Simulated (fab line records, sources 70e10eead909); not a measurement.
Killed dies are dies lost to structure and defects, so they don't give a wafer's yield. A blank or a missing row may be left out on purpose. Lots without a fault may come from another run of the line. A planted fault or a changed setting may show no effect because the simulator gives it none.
Tool commonality check | flow nand_harc | 3 lots, 9 wafers sampled

WHY IT WAS OPENED
At NHARC_END_SORT_01 the reading killed_at_array is flagged on 2 of 3 lots. Wafers without a fault read 52, standard deviation 19.
Rule: a lot is flagged when every wafer of it that has a number lies more than 4 standard deviations from that mean, or none has a number. The other lots count as sound.

lot  | measured     | on        | killed_at_array, wafer by wafer | flag
L199 | day 28 18:43 | prober-01 | 672 671 675                     | FLAGGED
L201 | day 29 02:55 | prober-02 | 668 671 668                     | FLAGGED
L203 | day 29 10:34 | prober-01 | 82 76 54                        |
The numbers of the flagged lots are 671 on average: +619 against the usual, or +33 standard deviations.

WHICH TOOL RAN EACH LOT
The record holds 3 process steps before the reading, out of a route of 1302 steps. In each cell: the tool, then ch and the chambers that the sampled wafers went through, then the start.
lot  | flag    | NHARC_A_CONTACT_ETCH_50                       | NHARC_A_CONTACT_ETCH_114             | NHARC_A_CONTACT_ETCH_118
L199 | FLAGGED | rie_diel-08 ch 0,2,3, day 25 17:01 or earlier | har_cap_etch-03 ch 0,1, day 25 17:01 | har_cap_etch-03 ch 0,1, day 25 17:56
L201 | FLAGGED | rie_diel-08 ch 0,2,3, day 25 20:01 or earlier | har_cap_etch-01 ch 0,1, day 25 20:01 | har_cap_etch-01 ch 0,1, day 25 20:43
L203 |         | rie_diel-08 ch 1,2,3, day 26 04:09 or earlier | har_cap_etch-03 ch 0,1, day 26 04:09 | har_cap_etch-03 ch 0,1, day 26 04:50
What these steps do:
- NHARC_A_CONTACT_ETCH_50: etches the open film in CF4/CHF3, target depth 121 nm, time 60.5 s.
- NHARC_A_CONTACT_ETCH_114: etches the open film in C4F8/O2/Ar, time 190 s, target depth 1850 nm.
- NHARC_A_CONTACT_ETCH_118: etches the open film in C4F8/O2/Ar, time 190 s, target depth 1850 nm.
- NHARC_END_SORT_01

FLAGGED OVER TOTAL, TOOL BY TOOL (the gauges that took the reading come last)
step                     | tool            | lots run | flagged | share of the flagged lots | sound lots run after its first flagged lot
NHARC_A_CONTACT_ETCH_50  | rie_diel-08     | 3        | 2       | all                       | 1 (L203)
NHARC_A_CONTACT_ETCH_114 | har_cap_etch-01 | 1        | 1       | some                      | 0
NHARC_A_CONTACT_ETCH_114 | har_cap_etch-03 | 2        | 1       | some                      | 1 (L203)
NHARC_A_CONTACT_ETCH_118 | har_cap_etch-01 | 1        | 1       | some                      | 0
NHARC_A_CONTACT_ETCH_118 | har_cap_etch-03 | 2        | 1       | some                      | 1 (L203)
NHARC_END_SORT_01        | prober-01       | 2        | 1       | some                      | 1 (L203)
NHARC_END_SORT_01        | prober-02       | 1        | 1       | some                      | 0
NHARC_A_CONTACT_ETCH_50 gives no start for some lots, so the hours and the order of its lots are those of NHARC_A_CONTACT_ETCH_114.

WHAT THE TABLE ALLOWS
1 row of the table ran every flagged lot: rie_diel-08 at NHARC_A_CONTACT_ETCH_50.
- rie_diel-08 at NHARC_A_CONTACT_ETCH_50: 2 of its 3 lots flagged. Sound lots ran on it after the first flagged one (L203), which a lasting fault on the whole tool wouldn't allow.
No row of the table ran every flagged lot and no sound lot after the first.

WHAT THE SIMULATOR HAD PUT IN
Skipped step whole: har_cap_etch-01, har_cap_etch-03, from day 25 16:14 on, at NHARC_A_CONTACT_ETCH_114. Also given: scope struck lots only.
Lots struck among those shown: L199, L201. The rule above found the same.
